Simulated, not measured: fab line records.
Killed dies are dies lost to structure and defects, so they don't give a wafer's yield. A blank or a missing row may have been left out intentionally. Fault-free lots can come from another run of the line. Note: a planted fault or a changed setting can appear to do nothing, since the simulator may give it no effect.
fab line records | flow n5_finfet | part 2 of 2: steps 25 to 29 of 29
record: lots: 5 wafers: 15 last_day: 18
route steps=1938 shown MOL_CONTACT_COAG@550
lots that met no fault: taken from a fault-free run of the same line
start_h: start of the lot's first displayed wafer, in hours after the record's first day | wait_h: hours elapsed since this lot's preceding step | " unchanged from the row above | L1.1+2: one row covering several wafers at once | - no value present, or no start provided | * or withheld: withheld | < > ~ a bound
route shown NAME@n: names a module that has steps shown in the file, with the first one's number in the route | usual: the fault-free wafers' mean and standard deviation | same: alike in all rows | chamber/n: place in a boat | sites: the reading at each site | _std_site: standard deviation across them | _edge_site: inner sites' mean taken away from outer sites' mean | radius_mm: how far each site lies from the wafer's centre | mask NAME#n: copy n | behind: the last tool/chamber to shape the wafer | hold: reason for holding the lot/hours on hold/outcome of the hold | device: the transistor (n, p or np) that didn't switch | end of line: tests run on the same wafers once the route is complete | for a step that has no rows: nothing shown but its recipe | killed: count of dies lost to structure and defects at first sort (not the wafer's yield) | map: shows each die of a wafer: x if killed, . if not, _ if none is there
set.NAME: the setting as run; set.NAME@STEP: as run at that earlier step | model.NAME: the simulator's own value behind a step, which no gauge read
lots at some steps of the route; a table a step, a row a wafer
services: the hour from which a tool's chamber was out of use, counted from the record's first day as start_h (under 0 if before that day), plus the number of hours and why
== steps ==
step: N5_MOL_CONTACT_COAG_DESCUM_88
recipe: chemistry: O2 time_s: 7 source_power_w: 50 bias_power_w: 20 pressure_mtorr: 20 rf_frequency_hz: 2.712e+07 temp_c: 40 resist: CAR-EUV o2_flow_sccm: 225
usual: drypump_motor_current_A: 5.7/0.35 oes_product_au: 0.79/0.09 rf_vpp_V: 243.4/1.5 showerhead_plenum_p_Torr: 2.11/0.083 throttle_valve_pct: 20.48/0.14
columns lot.wafer tool chamber start_h wait_h drypump_motor_current_A oes_product_au rf_hours_counter_h rf_vpp_V showerhead_plenum_p_Torr throttle_valve_pct
L075.1 rie_diel-02 3 109.32 0.4 5.6 0.79 120 241.7 2.02 20.58
L075.3 " 0 " " 5.6 0.73 171 240.5 2.00 20.35
L075.6 " 1 " " 5.7 0.75 - 245.2 2.19 20.38
L076.1 rie_diel-02 3 113.10 0.0 5.6 0.79 121 241.9 2.02 20.58
L076.2 " 0 " " 5.6 0.73 171 240.5 2.00 20.34
L076.3 " 1 " " 5.8 0.75 143 244.6 2.19 20.40
L077.2 rie_diel-04 2 116.62 0.1 5.1 0.72 187 243.1 2.07 20.45
L077.3 " 1 " " 5.5 0.95 18 241.9 2.05 20.51
L077.5 " 1 " " 5.5 0.96 - 244.4 2.05 20.52
L084.1 rie_diel-04 3 159.17 0.0 5.1 0.71 226 244.8 2.16 20.62
L084.2 " 1 " " 5.5 0.91 32 242.3 2.04 20.55
L084.3 " 2 " " 5.2 0.71 202 243.3 2.06 20.46
L086.1 rie_diel-05 2 171.60 0.1 5.8 0.69 222 243.5 2.15 20.78
L086.2 " 3 " " 6.6 0.71 190 245.0 2.17 20.59
L086.4 " 2 " " 5.7 0.69 - 245.7 2.15 20.80
step: N5_MOL_CONTACT_COAG_ETCH_89
recipe: chemistry: N2/H2 target: underlayer target_depth_a: 130 mask_material: CAR-EUV time_s: 10.4 ion_energy_ev: 200 pressure_mtorr: 30 source_w: 840 bias_w: 150 n2_flow_sccm: 200 h2_flow_sccm: 200 ends: cleared
usual: drypump_motor_current_A: 5.7/0.35 etch_rf_on_time_s: 10.40/0.14 oes_product_au: 0.67/0.075 rf_vpp_V: 524.5/3 showerhead_plenum_p_Torr: 2.57/0.1 throttle_valve_pct: 17.93/0.14
columns lot.wafer tool chamber start_h wait_h drypump_motor_current_A etch_rf_on_time_s oes_product_au rf_hours_counter_h rf_vpp_V showerhead_plenum_p_Torr throttle_valve_pct
L075.1 rie_diel-02 3 109.36 0.0 5.6 10.85 0.67 120 522.3 2.45 18.00
L075.3 " 0 " " 5.6 10.36 0.63 171 519.3 2.43 17.74
L075.6 " 1 " " 5.7 10.51 0.64 - 527.5 2.65 17.81
L076.1 rie_diel-02 3 113.13 0.0 5.6 10.60 0.68 121 522.4 2.45 18.00
L076.2 " 0 " " 5.6 10.40 0.62 171 519.4 2.43 17.74
L076.3 " 1 " " 5.7 10.26 0.65 143 526.7 2.65 17.83
L077.2 rie_diel-04 2 116.65 0.0 5.2 10.49 0.61 187 523.8 2.52 17.83
L077.3 " 1 " " 5.6 10.46 0.81 18 523.8 2.49 17.93
L077.5 " 1 " " 5.6 10.31 0.81 - 522.9 2.49 17.92
L084.1 rie_diel-04 3 159.20 0.0 5.1 10.39 0.61 226 527.6 2.61 18.16
L084.2 " 1 " " 5.6 10.28 0.78 32 523.5 2.49 17.96
L084.3 " 2 " " 5.2 10.38 0.61 202 523.0 2.51 17.83
L086.1 rie_diel-05 2 171.64 0.0 5.7 10.36 0.60 222 526.6 2.61 18.17
L086.2 " 3 " " 6.5 10.45 0.61 190 527.0 2.63 17.95
L086.4 " 2 " " 5.8 10.33 0.60 - 526.9 2.61 18.17
step: N5_MOL_CONTACT_COAG_ETCH_90
recipe: chemistry: CF4 target: SiARC target_depth_a: 130 mask_material: CAR-EUV time_s: 21.7 ion_energy_ev: 80 pressure_mtorr: 40 source_w: 545 bias_w: 36 Ar_flow_sccm: 100 cf4_flow_sccm: 100 ends: cleared
usual: drypump_motor_current_A: 5.7/0.35 etch_rf_on_time_s: 21.78/0.27 oes_product_au: 0.67/0.076 rf_vpp_V: 184.2/1.2 showerhead_plenum_p_Torr: 2.16/0.08 throttle_valve_pct: 15.66/0.15
columns lot.wafer tool chamber start_h wait_h drypump_motor_current_A etch_rf_on_time_s oes_product_au rf_hours_counter_h rf_vpp_V showerhead_plenum_p_Torr throttle_valve_pct
L075.1 rie_diel-02 3 109.38 0.0 5.6 22.05 0.68 120 183.1 2.07 15.72
L075.3 " 0 " " 5.6 21.52 0.63 171 182.7 2.06 15.56
L075.6 " 1 " " 5.7 21.67 0.65 - 185.0 2.23 15.58
L076.1 rie_diel-02 3 113.15 0.0 5.6 22.10 0.68 121 182.8 2.07 15.72
L076.2 " 0 " " 5.6 21.88 0.63 171 182.4 2.06 15.56
L076.3 " 1 " " 5.8 21.73 0.66 143 184.7 2.23 15.59
L077.2 rie_diel-04 2 116.67 0.0 5.2 21.87 0.62 187 183.8 2.13 15.72
L077.3 " 1 " " 5.5 21.81 0.81 18 183.5 2.10 15.62
L077.5 " 1 " " 5.6 21.51 0.81 - 182.9 2.10 15.62
L084.1 rie_diel-04 3 159.22 0.0 5.1 21.84 0.60 226 185.7 2.20 15.81
L084.2 " 1 " " 5.6 21.58 0.78 32 183.9 2.09 15.65
L084.3 " 2 " " 5.1 21.80 0.60 202 184.3 2.12 15.75
L086.1 rie_diel-05 2 171.66 0.0 5.8 21.64 0.60 222 183.9 2.20 16.01
L086.2 " 3 " " 6.6 21.89 0.60 190 185.7 2.21 15.75
L086.4 " 2 " " 5.8 21.79 0.60 - 184.6 2.20 16.01
step: N5_MOL_CONTACT_COAG_ALD_131
recipe: material: SiO2 target_thk_a: 50 temp_c: 100 ald_precursor_family: BDEAS ald_co_reactant: O2-plasma pulse_time_s: 1 co_reactant_pulse_time_s: 1 purge_time_s: 2 co_reactant_purge_time_s: 2 ald_cycles: 35 pressure_torr: 2
usual: heater_power_outer_w: 42/4.8 heater_power_w: 78/7.7 precursor_pulse_height_rel: 0.999/0.019 susceptor_temp_C: 99.98/0.13
columns lot.wafer tool chamber start_h wait_h heater_power_outer_w heater_power_w precursor_pulse_height_rel susceptor_temp_C
L075.1 ald_sin-02 3 109.79 0.4 39 73 1.004 99.98
L075.3 " 0 " " 37 72 1.010 100.04
L075.6 " 0 " " 38 72 0.989 100.00
L076.1 ald_sin-04 0 113.23 0.1 41 81 0.978 100.12
L076.2 " 1 " " 40 73 0.991 99.89
L076.3 " 2 " " 39 70 0.997 99.98
L077.2 ald_sin-02 1 116.76 0.1 41 78 1.019 99.89
L077.3 " 3 " " 40 73 1.001 100.03
L077.5 " 3 " " 40 76 1.018 100.15
L084.1 ald_sin-02 0 159.34 0.1 38 72 1.025 100.21
L084.2 " 1 " " 42 76 1.007 100.08
L084.3 " 2 " " 36 73 1.006 99.93
L086.1 ald_sin-01 2 171.74 0.1 49 89 1.007 99.84
L086.2 " 0 " " 33 64 0.999 100.02
L086.4 " 0 " " 34 64 1.001 100.03
step: N5_MOL_CONTACT_COAG_ETCHBACK_132
recipe: chemistry: CHF3 target: SiO2 target_depth_a: 100 time_s: 6.7 ion_energy_ev: 200 pressure_mtorr: 30 source_w: 610 bias_w: 170 Ar_flow_sccm: 200 CHF3_flow_sccm: 50
usual: CHF3_flow_sccm: 50.01/0.15 drypump_motor_current_A: 5.7/0.45 oes_product_au: 0.77/0.1 rf_vpp_V: 524/5 showerhead_plenum_p_Torr: 2.39/0.085 throttle_valve_pct: 18.81/0.14
columns lot.wafer tool chamber start_h wait_h CHF3_flow_sccm drypump_motor_current_A oes_product_au rf_hours_counter_h rf_vpp_V showerhead_plenum_p_Torr throttle_valve_pct
L075.1 rie_diel-04 1 109.97 0.1 49.99 5.6 0.97 15 523 2.33 18.81
L075.3 " 3 " " 49.82 5.1 0.72 209 527 2.45 18.84
L075.6 " 2 " " 50.11 5.2 0.71 - 520 2.37 18.80
L076.1 rie_diel-04 0 113.41 0.1 49.95 6.1 0.69 235 521 2.25 18.89
L076.2 " 2 " " 50.15 5.1 0.72 186 521 2.37 18.81
L076.3 " 3 " " 50.23 5.1 0.71 210 526 2.45 18.83
L077.2 rie_diel-04 1 117.04 0.2 50.12 5.6 0.95 18 524 2.33 18.80
L077.3 " 3 " " 50.40 5.1 0.72 211 527 2.45 18.85
L077.5 " 2 " " 49.88 5.2 0.73 - 520 2.37 18.82
L084.1 rie_diel-04 3 159.59 0.2 49.87 5.1 0.70 226 526 2.44 18.88
L084.2 " 2 " " 49.93 5.1 0.71 202 519 2.36 18.83
L084.3 " 1 " " 49.86 5.6 0.91 33 523 2.33 18.81
L086.1 rie_diel-02 0 171.92 0.1 50.22 5.6 0.72 189 528 2.28 18.71
L086.2 " 1 " " 49.89 5.8 0.75 164 523 2.47 18.70
L086.4 " 2 " " 49.87 5.7 0.82 94 533 2.49 18.78
== services ==
columns tool chamber start_h hours kind
rie_diel-04 3 81.15 6.9 repair
euv_scanner-01 - 83.91 1.0 pm
euv_scanner-02 - 84.92 1.0 pm
cmp-01 - 84.98 1.5 repair
cmp-01 - 87.00 1.8 repair
ald_sin-04 3 91.66 9.1 repair
ald_sin-01 - 95.28 1.1 repair
pvd_sputter-02 - 106.49 1.0 repair
cmp-01 - 115.21 8.2 repair
pvd_sputter-03 - 118.46 0.5 repair
euv_scanner-02 - 119.14 4.6 pm
rie_diel-05 1 126.71 2.8 repair
euv_scanner-02 - 128.50 12.0 pm
cmp-01 - 130.49 4.0 pm
pvd_sputter-01 - 138.92 4.7 repair
ald_sin-01 3 140.26 2.1 repair
euv_scanner-01 - 140.52 1.0 pm
euv_scanner-02 - 141.58 1.0 pm
rie_diel-05 2 144.20 3.8 repair
pecvd-01 - 162.13 6.0 pm
pvd_sputter-02 - 163.68 5.1 repair
euv_scanner-02 - 167.69 4.9 repair
ald_sin-04 1 168.36 12.8 repair
ald_sin-02 3 170.47 2.3 repair
